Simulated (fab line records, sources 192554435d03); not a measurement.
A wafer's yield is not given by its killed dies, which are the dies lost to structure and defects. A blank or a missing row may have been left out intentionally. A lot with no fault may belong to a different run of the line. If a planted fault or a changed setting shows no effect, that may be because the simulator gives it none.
fab line records    flow n5_finfet
record lots=7  wafers=39
route steps=1938 shown ZERO_LAYER@4 PMOS_HMC_CHANNEL_EPI@68 ILD0@342 MOL_CONTACT_COAG@542 BEOL_M1@753 BEOL_M3@974 BEOL_M8@1332
start_h: the number of hours between the record's first day and the start of the first shown wafer of the lot    wait_h: hours since the lot's step before    " the same as in the row above    L1.1+2: one row covering several wafers at once    - either no value or no given start    * or withheld: withheld    < > ~ a bound
route shown NAME@n: a module of which the file shows steps, and the number in the route of the first    usual: mean and standard deviation over wafers with no fault    same: alike in all rows    chamber/n: place in a boat    sites: readings site by site    _std_site: standard deviation across them    _edge_site: mean of outer sites minus mean of inner sites    radius_mm: how far each site lies from the wafer's centre    mask NAME#n: copy n    behind: the last tool/chamber to shape the wafer    hold: why the lot went on hold/how many hours it stayed there/how the hold came to an end    device: transistor that didn't switch, given as n, p or np    end of line: tests run on the same wafers once the route is complete    a step with no rows: only its recipe    killed: at the first sort, the dies lost to defects and structure; wafer yield is something else    map: the dies of a wafer, with x for killed, . for not killed, _ for no die there
set.NAME: the setting that was run; set.NAME@STEP: the one run at that earlier step    model.NAME: the simulator's own value behind a step, which no gauge read
lots run with intentionally changed settings; tables by step, rows by wafer
## steps
# step N5_ZERO_LAYER_PECVD_02
# recipe material=SiO2  target_thk_a=100  temp_c=400  precursor=SiH4/N2O  pressure_torr=0.75  rf_w=275  time_s=6
lot.wafer  tool      chamber  start_h  wait_h  set.time_s  model.SiO2_of_ZERO_LAYER_PECVD_02.thk_nm
L076.1     pecvd-03  1        24.28    0.0     6           10.11
L076.2     "         0        "        "       7.834       12.81
L076.3     "         1        "        "       6           9.943
L076.4     "         0        "        "       7.834       13.1
L076.5     "         1        "        "       6           10.03
L076.6     "         0        "        "       7.834       12.94
L079.1     pecvd-03  1        42.28    0.0     7.817       12.84
L079.2     "         0        "        "       7.817       12.86
L079.3+4   "         0,1      "        "       6           10.01
L079.5     "         0        "        "       6           9.879
L079.6     "         1        "        "       7.817       13.01
L080.1     pecvd-03  0        48.32    0.0     6           9.921
L080.2     "         1        "        "       4.133       6.956
L080.3     "         0        "        "       4.133       7.043
L080.4     "         1        "        "       6           10.17
L080.5     "         0        "        "       4.133       6.947
L080.6     "         1        "        "       6           10.05
L081.1     pecvd-04  0        54.29    0.0     2.718       4.762
L081.2     "         2        "        "       6           9.92
L081.3     "         1        "        "       6           10.03
L081.4     "         1        "        "       2.718       4.702
L081.5     "         2        "        "       2.718       4.676
L081.6     "         0        "        "       6           10.24
L085.1     pecvd-02  0        78.30    0.0     8.871       14.67
L085.2     "         2        "        "       8.871       14.56
L085.3     "         1        "        "       6           10.03
L085.4     "         0        "        "       6           10.02
L085.5     "         1        "        "       6           10.29
L085.6     "         2        "        "       8.871       14.89
L090.1     pecvd-04  1        108.28   0.0     8.343       13.93
L090.2     "         2        "        "       6           10.2
L090.3     "         0        "        "       8.343       13.99
L090.4     "         0        "        "       6           10.41
L090.5     "         2        "        "       6           10.21
L090.6     "         1        "        "       8.343       14.26
L095.4     pecvd-02  1        138.31   0.1     6           10.46
L095.5     "         0        "        "       6           9.833
L095.6     "         2        "        "       6           10.06
# step N5_PMOS_HMC_CHANNEL_EPI_DESCUM_14
# recipe chemistry=O2  time_s=7.9  source_power_w=50  bias_power_w=20  pressure_mtorr=20  rf_frequency_hz=2.712e+07  temp_c=40  resist=CAR-ArF-block  o2_flow_sccm=225
lot.wafer  tool         chamber  start_h  wait_h  set.time_s  model.CAR-ArF-block_of_PMOS_HMC_CHANNEL_EPI_COAT_03.thk_nm
L076.1     rie_diel-02  1        29.50    0.0     7.9         198.3
L076.2     "            3        "        "       9.96        197.3
L076.3     "            0        "        "       7.9         198.9
L076.4     "            2        "        "       9.96        196.9
L076.5     "            0        "        "       9.96        197.2
L076.6     "            1        "        "       7.9         198.2
L079.1     rie_diel-01  2        47.40    0.4     7.9         197.5
L079.2     "            3        "        "       6.186       198.1
L079.3     "            1        "        "       6.186       197.8
L079.4     "            0        "        "       7.9         198.2
L079.5     "            0        "        "       6.186       197.9
L079.6     "            3        "        "       7.9         196.6
L080.1     rie_diel-05  1        53.12    0.0     7.9         199.8
L080.2     "            3        "        "       7.9         199.5
L080.3     "            0        "        "       7.9         198.5
L080.4     "            2        "        "       5.551       200.9
L080.5     "            0        "        "       5.551       200.5
L080.6     "            1        "        "       5.551       200.8
L081.1     rie_diel-01  1        59.70    0.3     4.939       199.9
L081.2     "            0        "        "       7.9         198.5
L081.3     "            2        "        "       4.939       200.1
L081.4     "            3        "        "       7.9         198.2
L081.5     "            1        "        "       4.939       200
L081.6     "            2        "        "       7.9         198.4
L085.1     rie_diel-05  2        83.23    0.0     7.9         198
L085.2     "            3        "        "       11.59       196.3
L085.3     "            0        "        "       11.59       195.7
L085.4     "            1        "        "       7.9         198.8
L085.5     "            1        "        "       7.9         198.3
L085.6     "            0        "        "       11.59       195.8
L090.1     rie_diel-05  3        113.72   0.4     7.9         198
L090.2     "            1        "        "       7.9         199
L090.3     "            2        "        "       12.12       195.8
L090.4     "            0        "        "       12.12       195.5
L090.5     "            0        "        "       7.9         197.7
L090.6     "            3        "        "       12.12       195.4
L095.4     rie_diel-02  3        144.39   0.0     7.9         198.9
L095.5     "            0        "        "       7.9         199.3
L095.6     "            1        "        "       7.9         199.2
# step N5_ILD0_PRECLEAN_10
# recipe chemistry=NF3:NH3  afs_cycles=5  time_s=20  temp_c=30  sublimation_temp_c=180  sublimation_time_s=60  pressure_torr=3  rf_power_w=30
lot.wafer  tool              chamber  start_h  wait_h  set.time_s  model.SiO2_flowable_of_ILD0_FCVD_FILL_01.thk_nm
L076.1     remote_plasma-01  0        73.42    0.0     20          119.8
L076.2     "                 0        "        "       12.36       127.8
L076.3     "                 0        "        "       12.36       126.6
L076.4     "                 0        "        "       20          120
L076.5     "                 0        "        "       12.36       126.2
L076.6     "                 0        "        "       20          119.6
L079.1     remote_plasma-02  0        96.51    0.0     27.35       114
L079.2     "                 0        "        "       27.35       115.4
L079.3     "                 0        "        "       27.35       114.8
L079.4     "                 0        "        "       20          119.2
L079.5     "                 0        "        "       20          118.8
L079.6     "                 0        "        "       20          120.2
L080.1     remote_plasma-01  1        99.02    0.0     16.86       123.6
L080.2     "                 1        "        "       16.86       123.2
L080.3     "                 1        "        "       20          121
L080.4     "                 1        "        "       16.86       123.8
L080.5     "                 1        "        "       20          122.4
L080.6     "                 1        "        "       20          122.8
L081.1+6   remote_plasma-01  1        108.94   0.0     10.84       127.4
L081.2+5   "                 1        "        "       20          119.6
L081.3     "                 1        "        "       20          119.8
L081.4     "                 1        "        "       10.84       126.8
L085.1+5   remote_plasma-01  1        128.72   0.0     20          121
L085.2     "                 1        "        "       9.774       130.8
L085.3     "                 1        "        "       20          121.6
L085.4     "                 1        "        "       9.774       128.8
L085.6     "                 1        "        "       9.774       129.4
L090.1     remote_plasma-01  0        157.70   0.0     20          119.4
L090.2     "                 0        "        "       20          120.6
L090.3     "                 0        "        "       8.234       129.4
L090.4     "                 0        "        "       8.234       129.6
L090.5     "                 0        "        "       8.234       130.8
L090.6     "                 0        "        "       20          120.4
L095.4     remote_plasma-01  1        189.43   0.4     20          118.4
L095.5     "                 1        "        "       20          121.6
L095.6     "                 1        "        "       20          120.4
# step N5_MOL_CONTACT_COAG_PRECLEAN_111
# recipe chemistry=NF3:NH3  afs_cycles=1  temp_c=30  time_s=20  sublimation_temp_c=180  sublimation_time_s=60  pressure_torr=3  rf_power_w=30
lot.wafer         tool              chamber  start_h  wait_h  set.time_s  model.SiNx_of_SPACER0_ALD_07.thk_nm
L076.1+3          remote_plasma-01  0        104.70   0.2     20          1.2
L076.2+5+6        "                 0        "        "       25.81       0.8
L076.4            "                 0        "        "       20          1
L079.1+3+4        remote_plasma-02  1        126.43   2.9     20          1
L079.2+5+6        "                 1        "        "       25.08       0.8
L080.1+3+4+5+6    remote_plasma-01  1        126.79   0.2     20          1.2
L080.2            "                 1        "        "       20          1
L081.1+2+3+4+5+6  remote_plasma-02  1        135.05   0.2     20          1.2
L085.1+2          remote_plasma-01  1        155.16   0.2     25.41       0.8
L085.3+5+6        "                 1        "        "       20          1
L085.4            "                 1        "        "       25.41       1
L090.1+5+6        remote_plasma-02  1        185.19   0.5     20          1.2
L090.2+3+4        "                 1        "        "       26.59       0.8
L095.4+5          remote_plasma-02  1        215.52   0.8     20          1
L095.6            "                 1        "        "       20          1.2
# step N5_BEOL_M1_PECVD_72
# recipe material=SiO2  target_thk_a=160  temp_c=400  precursor=TEOS/O2  pressure_torr=5.5  rf_w=450  teos_flow_sccm=53.8  gas=O2  flow_sccm=3000  time_s=18
lot.wafer     tool      chamber  start_h  wait_h  set.time_s  model.SiO2_of_BEOL_M1_PECVD_72.thk_nm
L076.1        pecvd-02  1        136.34   0.0     12.33       10.8
L076.2        "         2        "        "       12.33       11
L076.3        "         0        "        "       18          15.8
L076.4        "         1        "        "       12.33       11.2
L076.5+6      "         0,2      "        "       18          16
L080.1+6      pecvd-01  1,0      162.38   0.0     13.92       12.6
L080.2        "         2        "        "       18          16
L080.3        "         0        "        "       13.92       12.2
L080.4        "         2        "        "       18          16.4
L080.5        "         1        "        "       18          16.2
L079.1+3      pecvd-03  0,1      162.54   0.0     18          15.8
L079.2+5      "         2        "        "       18          15.6
L079.4+6      "         0,1      "        "       18          16
L081.1+4      pecvd-02  2,0      166.33   0.0     18          16
L081.2+5      "         0,2      "        "       18          16.2
L081.3+6      "         1        "        "       18          16.4
L085.1+2      pecvd-02  2,0      187.98   0.0     24.38       21.4
L085.3+5      "         1,0      "        "       18          16.2
L085.4        "         2        "        "       18          16.4
L085.6        "         1        "        "       24.38       22
L090.1+2+3+6  pecvd-03  1,2,2,1  217.17   0.0     18          16
L090.4+5      "         1,2      "        "       18          16.2
L095.4+5      pecvd-01  2,0      248.50   0.1     18          16.2
L095.6        "         1        "        "       18          16.4
# step N5_BEOL_M3_ETCH_70
# recipe chemistry=N2/H2  target=SOC  target_depth_a=800  overetch_a=160  mask_material=SiARC  temp_c=40  time_s=120  ion_energy_ev=200  pressure_mtorr=30  source_w=840  bias_w=150  n2_flow_sccm=200  h2_flow_sccm=200
lot.wafer  tool         chamber  start_h  wait_h  set.time_s  model.etch.depth_nm  model.SiARC_of_BEOL_M3_COAT_68.thk_nm
L076.1     rie_diel-01  0        161.74   0.0     78.2        59.88                8.2
L076.2     "            2        "        "       120         59.85                6.2
L076.3     "            3        "        "       78.2        60.02                8.4
L076.4     "            1        "        "       120         59.86                6.6
L076.5     "            1        "        "       78.2        59.71                8.4
L076.6     "            0        "        "       120         59.71                6.4
L079.1     rie_diel-01  1        186.13   0.0     181.2       59.94                3.8
L079.2     "            0        "        "       181.2       59.98                3.4
L079.3     "            3        "        "       120         59.72                6.2
L079.4     "            2        "        "       181.2       59.82                3.4
L079.5     "            0        "        "       120         59.83                6.2
L079.6     "            1        "        "       120         59.81                6.6
L080.1     rie_diel-02  1        186.28   0.0     120         59.76                6.4
L080.2     "            0        "        "       171.4       59.94                3.8
L080.3     "            3        "        "       120         59.89                6.6
L080.4     "            1        "        "       171.4       59.79                4
L080.5     "            3        "        "       120         59.83                6.6
L080.6     "            0        "        "       171.4       59.83                3.8
L081.1     rie_diel-05  2        194.06   0.0     62.92       48.15                9.2
L081.2     "            3        "        "       62.92       49.85                9
L081.3     "            0        "        "       120         59.97                6
L081.4     "            1        "        "       120         59.95                6.4
L081.5     "            0        "        "       120         59.99                6
L081.6     "            3        "        "       62.92       50.19                9
L085.1     rie_diel-02  3        219.03   0.0     120         60.05                6.4
L085.2     "            2        "        "       56.99       45.61                9.2
L085.3     "            1        "        "       56.99       45.89                9.2
L085.4     "            0        "        "       56.99       46.57                9.2
L085.5     "            0        "        "       120         59.89                6.2
L085.6     "            1        "        "       120         59.9                 6.4
L090.1     rie_diel-01  1        250.86   0.0     150.1       60.03                5.2
L090.2     "            3        "        "       150.1       59.77                4.8
L090.3     "            0        "        "       120         59.96                6.4
L090.4     "            2        "        "       150.1       59.86                5
L090.5     "            3        "        "       120         59.9                 6.4
L090.6     "            2        "        "       120         60.15                6.4
L095.4     rie_diel-02  0        281.24   0.0     120         59.76                6.2
L095.5     "            3        "        "       120         60.01                6.6
L095.6     "            0        "        "       120         60                   6.2
# step N5_BEOL_M8_ILD_DEP_00
# recipe material=SiCOH_lowk  target_thk_a=1797.5  temp_c=300  precursor=DEMS/porogen  pressure_torr=5  rf_w=500  time_s=33.4
lot.wafer  tool      chamber  start_h  wait_h  set.target_thk_a  model.SiCOH_lowk_of_BEOL_M8_ILD_DEP_00.thk_nm
L076.1     pecvd-02  1        205.43   0.0     2186              217.2
L076.2     "         2        "        "       2186              219.4
L076.3     "         0        "        "       2186              218.8
L076.4     "         2        "        "       1797.5            180.4
L076.5     "         0        "        "       1797.5            180.6
L076.6     "         1        "        "       1797.5            181.6
L080.1     pecvd-02  1        231.02   0.0     1797.5            180.6
L080.2     "         0        "        "       1797.5            180.8
L080.3     "         2        "        "       1797.5            181.6
L080.4     "         1        "        "       1797.5            183
L080.5     "         2        "        "       1797.5            183.4
L080.6     "         0        "        "       1797.5            183.8
L079.1     pecvd-04  2        233.27   0.0     2358              235.2
L079.2     "         0        "        "       1797.5            180.8
L079.3     "         1        "        "       1797.5            179.4
L079.4     "         0        "        "       1797.5            184
L079.5     "         2        "        "       2358              236.8
L079.6     "         1        "        "       2358              238.4
L081.1     pecvd-03  0        238.69   0.0     2788              276.6
L081.2     "         2        "        "       1797.5            176.6
L081.3     "         1        "        "       1797.5            176.2
L081.4     "         0        "        "       1797.5            182.8
L081.5     "         1        "        "       2788              281.4
L081.6     "         2        "        "       2788              280.4
L085.1     pecvd-02  2        276.85   0.0     2525              253.2
L085.2     "         1        "        "       1797.5            178.6
L085.3     "         0        "        "       2525              251.4
L085.4     "         2        "        "       1797.5            185
L085.5     "         1        "        "       2525              251.6
L085.6     "         0        "        "       1797.5            182.6
L090.1     pecvd-02  2        299.52   0.0     1797.5            179.4
L090.2     "         0        "        "       1797.5            177.2
L090.3     "         1        "        "       2820              280.4
L090.4     "         2        "        "       2820              284.6
L090.5     "         1        "        "       2820              281.6
L090.6     "         0        "        "       1797.5            181.6
L095.4     pecvd-03  0        324.72   0.1     1797.5            181.4
L095.5     "         2        "        "       1797.5            179.8
L095.6     "         0        "        "       1797.5            182.8
# step N5_BEOL_M8_CURE_74
# recipe temp_c=385  time_s=240  ambient=He/Ar  material=SiCOH_lowk
lot.wafer  tool        chamber  start_h  wait_h  set.target_thk_a@BEOL_M8_ILD_DEP_00  model.SiCOH_lowk_of_BEOL_M8_ILD_DEP_00.thk_nm
L076.1     uv_cure-03  1        205.49   0.0     2186                                 187.8
L076.2     "           1        "        "       2186                                 189.6
L076.3     "           1        "        "       2186                                 189
L076.4     "           1        "        "       1797.5                               155.4
L076.5     "           1        "        "       1797.5                               155.8
L076.6     "           1        "        "       1797.5                               156.6
L080.1+2   uv_cure-02  2        231.09   0.0     1797.5                               155.8
L080.3     "           2        "        "       1797.5                               156.6
L080.4     "           2        "        "       1797.5                               158
L080.5     "           2        "        "       1797.5                               158.2
L080.6     "           2        "        "       1797.5                               158.6
L079.1     uv_cure-01  0        233.34   0.0     2358                                 203.4
L079.2     "           0        "        "       1797.5                               156
L079.3     "           0        "        "       1797.5                               154.6
L079.4     "           0        "        "       1797.5                               158.6
L079.5     "           0        "        "       2358                                 204.8
L079.6     "           0        "        "       2358                                 206.2
L081.1     uv_cure-01  1        238.88   0.2     2788                                 240
L081.2     "           1        "        "       1797.5                               152.2
L081.3     "           1        "        "       1797.5                               152
L081.4     "           1        "        "       1797.5                               157.6
L081.5     "           1        "        "       2788                                 244
L081.6     "           1        "        "       2788                                 243.2
L085.1     uv_cure-03  1        276.91   0.0     2525                                 219.2
L085.2     "           1        "        "       1797.5                               154
L085.3     "           1        "        "       2525                                 217.6
L085.4     "           1        "        "       1797.5                               159.6
L085.5     "           1        "        "       2525                                 218
L085.6     "           1        "        "       1797.5                               157.4
L090.1     uv_cure-01  2        299.58   0.0     1797.5                               154.8
L090.2     "           2        "        "       1797.5                               152.8
L090.3     "           2        "        "       2820                                 243.2
L090.4     "           2        "        "       2820                                 246.8
L090.5     "           2        "        "       2820                                 244.2
L090.6     "           2        "        "       1797.5                               156.6
L095.4     uv_cure-01  2        325.03   0.3     1797.5                               156.4
L095.5     "           2        "        "       1797.5                               155
L095.6     "           2        "        "       1797.5                               157.6
# step N5_BEOL_M8_THK_MEAS_01
# recipe reads=SiCOH_lowk_of_BEOL_M8_ILD_DEP_00
# usual M8_ILD_THK=155.2/2.1
lot.wafer  tool           chamber  start_h  wait_h  set.target_thk_a@BEOL_M8_ILD_DEP_00  M8_ILD_THK[nm]
L076.1     film_metro-02  -        206.00   0.4     2186                                 187.7
L076.2     "              -        "        "       2186                                 189.7
L076.3     "              -        "        "       2186                                 189.2
L076.4     "              -        "        "       1797.5                               155.6
L076.5     "              -        "        "       1797.5                               155.9
L076.6     "              -        "        "       1797.5                               156.8
L080.1     film_metro-02  -        231.60   0.4     1797.5                               155.8
L080.2     "              -        "        "       1797.5                               155.8
L080.3     "              -        "        "       1797.5                               156.6
L080.4     "              -        "        "       1797.5                               157.9
L080.5     "              -        "        "       1797.5                               158.4
L080.6     "              -        "        "       1797.5                               158.5
L079.1     film_metro-02  -        233.85   0.4     2358                                 203.2
L079.2     "              -        "        "       1797.5                               155.9
L079.3     "              -        "        "       1797.5                               154.6
L079.4     "              -        "        "       1797.5                               158.5
L079.5     "              -        "        "       2358                                 204.7
L079.6     "              -        "        "       2358                                 206.2
L081.1     film_metro-02  -        239.39   0.4     2788                                 239.8
L081.2     "              -        "        "       1797.5                               152.4
L081.3     "              -        "        "       1797.5                               151.9
L081.4     "              -        "        "       1797.5                               157.8
L081.5     "              -        "        "       2788                                 244.3
L081.6     "              -        "        "       2788                                 243.3
L085.1     film_metro-01  -        277.42   0.4     2525                                 219.3
L085.2     "              -        "        "       1797.5                               153.9
L085.3     "              -        "        "       2525                                 217.6
L085.4     "              -        "        "       1797.5                               159.7
L085.5     "              -        "        "       2525                                 218.1
L085.6     "              -        "        "       1797.5                               157.5
L090.1     film_metro-01  -        300.09   0.4     1797.5                               154.6
L090.2     "              -        "        "       1797.5                               152.7
L090.3     "              -        "        "       2820                                 243.1
L090.4     "              -        "        "       2820                                 246.8
L090.5     "              -        "        "       2820                                 244.3
L090.6     "              -        "        "       1797.5                               156.8
L095.4     film_metro-02  -        325.31   0.2     1797.5                               156.4
L095.5     "              -        "        "       1797.5                               155.1
L095.6     "              -        "        "       1797.5                               157.7
# step N5_BEOL_M8_TRENCH_ETCH_37
# recipe chemistry=C4F6/O2  target_depth_a=934.78  target=SiCOH_lowk  time_s=31.2  ion_energy_ev=250  pressure_mtorr=30  source_w=345  bias_w=185  Ar_flow_sccm=300  C4F6_flow_sccm=10  O2_flow_sccm=10
lot.wafer  tool         chamber  start_h  wait_h  set.target_depth_a  model.BEOL_M8.feature_depth_nm  model.etch.depth_nm  model.TiN_of_BEOL_M8_HM_DEP_02.thk_nm
L076.1     rie_diel-03  1        -        -       934.78              93.4                            93.44                17.8
L076.2     "            3        "        "       1103                114.6                           114.7                16.8
L076.3     "            2        "        "       1103                112.4                           112.4                16.8
L076.4     "            0        "        "       934.78              93.2                            93.13                18
L076.5     "            3        "        "       1103                114.4                           114.4                17.4
L076.6     "            2        "        "       934.78              95.2                            95.27                17.6
L080.1     rie_diel-03  0        -        -       467.8               46                              45.94                19
L080.2     "            1        "        "       467.8               45.8                            45.78                18.6
L080.3     "            3        "        "       934.78              95.4                            95.48                17.6
L080.4     "            2        "        "       934.78              93.8                            93.72                17.4
L080.5     "            3        "        "       934.78              95.6                            95.59                17.4
L080.6     "            2        "        "       467.8               46.8                            46.81                19
L079.1     rie_diel-06  2        -        -       934.78              90.4                            90.48                17.2
L079.2     "            3        "        "       934.78              92                              92.03                17.2
L079.3     "            1        "        "       1459                146                             146                  15.8
L079.4     "            0        "        "       1459                144.2                           144.2                15.8
L079.5     "            3        "        "       934.78              91.2                            91.17                17.6
L079.6     "            0        "        "       1459                144.6                           144.7                15.8
L081.1     rie_diel-06  1        -        -       934.78              93.4                            93.42                17.4
L081.2     "            3        "        "       934.78              91.6                            91.58                17.4
L081.3     "            0        "        "       1311                130                             129.9                16.2
L081.4     "            0        "        "       1311                128.6                           128.5                16.6
L081.5     "            3        "        "       934.78              91.6                            91.62                17
L081.6     "            1        "        "       1311                130.4                           130.5                16.4
L085.1     rie_diel-06  0        -        -       934.78              92.8                            92.86                17.8
L085.2     "            1        "        "       934.78              94                              93.94                17.8
L085.3     "            3        "        "       1273                124.8                           124.7                17.2
L085.4     "            0        "        "       934.78              92.6                            92.63                17.8
L085.5     "            1        "        "       1273                127.6                           127.6                16.6
L085.6     "            3        "        "       1273                125.8                           125.9                17
L090.1     rie_diel-03  2        -        -       934.78              94.4                            94.4                 17.2
L090.2     "            0        "        "       934.78              93                              93.01                17.4
L090.3     "            1        "        "       934.78              92.4                            92.45                17.4
L090.4     "            3        "        "       934.78              96.2                            96.29                17.6
L090.5     "            1        "        "       934.78              92.6                            92.61                17.2
L090.6     "            2        "        "       934.78              93.2                            93.22                17.4
L095.4     rie_diel-06  1        -        -       934.78              94.4                            94.32                17.2
L095.5     "            3        "        "       934.78              92                              92.01                17.4
L095.6     "            2        "        "       934.78              92.6                            92.67                17.2
# step N5_BEOL_M8_ETCH_41
# recipe chemistry=CH3F/O2  target=SiCN  target_depth_a=319  taper_deg=2  time_s=57.8  ion_energy_ev=120  mask_material=TiN  pressure_mtorr=30  source_w=395  bias_w=75  Ar_flow_sccm=150  CH3F_flow_sccm=30  O2_flow_sccm=20
# step N5_BEOL_M8_STRIP_80
# recipe chemistry=N2/H2  time_s=10  power_w=450  temp_c=40  pressure_mtorr=20  rf_frequency_hz=6e+07  bias_power_w=7  n2_flow_sccm=200  h2_flow_sccm=200
# step N5_BEOL_M8_ECD_50
# recipe material=Cu  target_thk_a=3000
# step N5_BEOL_M8_ANNEAL_51
# recipe temp_c=225  time_s=90  ambient=N2
# step N5_BEOL_M8_CMP_52
# recipe stop_on=SiCOH_lowk  t_overpolish_s=6.9  down_force_psi=1  platen_rpm=50  clearing_platen_down_force_psi=1.5  clearing_platen_rpm=50  post_cmp_clean=cu_alkaline  target_thk_nm=80  clearing_platen_pad_velocity_m_s=0.99484  pad_velocity_m_s=0.99484
lot.wafer  tool    chamber  start_h  wait_h  set.target_depth_a@BEOL_M8_TRENCH_ETCH_37  model.Cu_of_BEOL_M8_ECD_50.thk_nm
L076.3     cmp-01  0        211.51   0.2     1103                                       98.6
L076.2     "       1        "        "       1103                                       99.4
L076.4     "       2        "        "       934.78                                     78.8
L076.1     "       3        "        "       934.78                                     79.8
L076.6     "       0        "        "       934.78                                     80.6
L076.5     "       1        "        "       1103                                       100.8
L080.2     cmp-04  2        238.03   0.2     467.8                                      31.8
L080.1     "       3        "        "       467.8                                      31.4
L080.4     "       0        "        "       934.78                                     80
L080.3     "       1        "        "       934.78                                     80.6
L080.5     "       2        "        "       934.78                                     81
L080.6     "       3        "        "       467.8                                      32.6
L079.4     cmp-01  1        239.91   0.1     1459                                       129.4
L079.1     "       2        "        "       934.78                                     77.2
L079.2     "       3        "        "       934.78                                     80
L079.3     "       0        "        "       1459                                       131
L079.5     "       1        "        "       934.78                                     77.6
L079.6     "       2        "        "       1459                                       130.4
L081.1     cmp-01  2        247.17   0.3     934.78                                     80
L081.2     "       3        "        "       934.78                                     81
L081.3     "       0        "        "       1311                                       116.4
L081.4     "       1        "        "       1311                                       115.8
L081.5     "       2        "        "       934.78                                     78.4
L081.6     "       3        "        "       1311                                       119
L085.4     cmp-01  2        285.81   0.1     934.78                                     79.4
L085.2     "       3        "        "       934.78                                     81
L085.1     "       0        "        "       934.78                                     79
L085.3     "       1        "        "       1273                                       111.4
L085.5     "       2        "        "       1273                                       113.6
L085.6     "       3        "        "       1273                                       113.2
L090.2     cmp-04  1        304.96   0.2     934.78                                     79.6
L090.1+6   "       2        "        "       934.78                                     80.8
L090.4     "       3        "        "       934.78                                     83.2
L090.3     "       0        "        "       934.78                                     80
L090.5     "       1        "        "       934.78                                     79
L095.4+6   cmp-01  0,1      330.78   0.2     934.78                                     80.6
L095.5     "       2        "        "       934.78                                     79.2
## key
split step=N5_ZERO_LAYER_PECVD_02  setting=time_s  stated=6  by=wafer
response step=N5_ZERO_LAYER_PECVD_02  reading=model.SiO2_of_ZERO_LAYER_PECVD_02.thk_nm  change=+0.0971  per=1%  r=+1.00
split step=N5_PMOS_HMC_CHANNEL_EPI_DESCUM_14  setting=time_s  stated=7.9  by=wafer
response step=N5_PMOS_HMC_CHANNEL_EPI_DESCUM_14  reading=model.CAR-ArF-block_of_PMOS_HMC_CHANNEL_EPI_COAT_03.thk_nm  change=-0.0479  per=1%  r=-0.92
split step=N5_ILD0_PRECLEAN_10  setting=time_s  stated=20  by=wafer
response step=N5_ILD0_PRECLEAN_10  reading=model.SiO2_flowable_of_ILD0_FCVD_FILL_01.thk_nm  change=-0.162  per=1%  r=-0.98
split step=N5_MOL_CONTACT_COAG_PRECLEAN_111  setting=time_s  stated=20  by=wafer
response step=N5_MOL_CONTACT_COAG_PRECLEAN_111  reading=model.SiNx_of_SPACER0_ALD_07.thk_nm  change=-0.00954  per=1%  r=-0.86
split step=N5_BEOL_M1_PECVD_72  setting=time_s  stated=18  by=wafer
response step=N5_BEOL_M1_PECVD_72  reading=model.SiO2_of_BEOL_M1_PECVD_72.thk_nm  change=+0.155  per=1%  r=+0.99
split step=N5_BEOL_M3_ETCH_70  setting=time_s  stated=120  by=wafer
response step=N5_BEOL_M3_ETCH_70  reading=model.etch.depth_nm  shape=bent  at_lowest=46.02  at_stated=59.89  at_highest=59.91
response step=N5_BEOL_M3_ETCH_70  reading=model.SiARC_of_BEOL_M3_COAT_68.thk_nm  change=-0.0575  per=1%  r=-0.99
split step=N5_BEOL_M8_ILD_DEP_00  setting=target_thk_a  stated=1797.5  by=wafer
response step=N5_BEOL_M8_ILD_DEP_00  reading=model.SiCOH_lowk_of_BEOL_M8_ILD_DEP_00.thk_nm  change=+1.79  per=1%  r=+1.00
response step=N5_BEOL_M8_CURE_74  reading=model.SiCOH_lowk_of_BEOL_M8_ILD_DEP_00.thk_nm  change=+1.57  per=1%  r=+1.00
response step=N5_BEOL_M8_THK_MEAS_01  reading=M8_ILD_THK  change=+1.57  per=1%  r=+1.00
split step=N5_BEOL_M8_TRENCH_ETCH_37  setting=target_depth_a  stated=934.78  by=wafer
response step=N5_BEOL_M8_TRENCH_ETCH_37  reading=model.BEOL_M8.feature_depth_nm  change=+0.956  per=1%  r=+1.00
response step=N5_BEOL_M8_TRENCH_ETCH_37  reading=model.etch.depth_nm  change=+0.956  per=1%  r=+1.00
response step=N5_BEOL_M8_TRENCH_ETCH_37  reading=model.TiN_of_BEOL_M8_HM_DEP_02.thk_nm  change=-0.0266  per=1%  r=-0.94
response step=N5_BEOL_M8_CMP_52  reading=model.Cu_of_BEOL_M8_ECD_50.thk_nm  change=+0.944  per=1%  r=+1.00
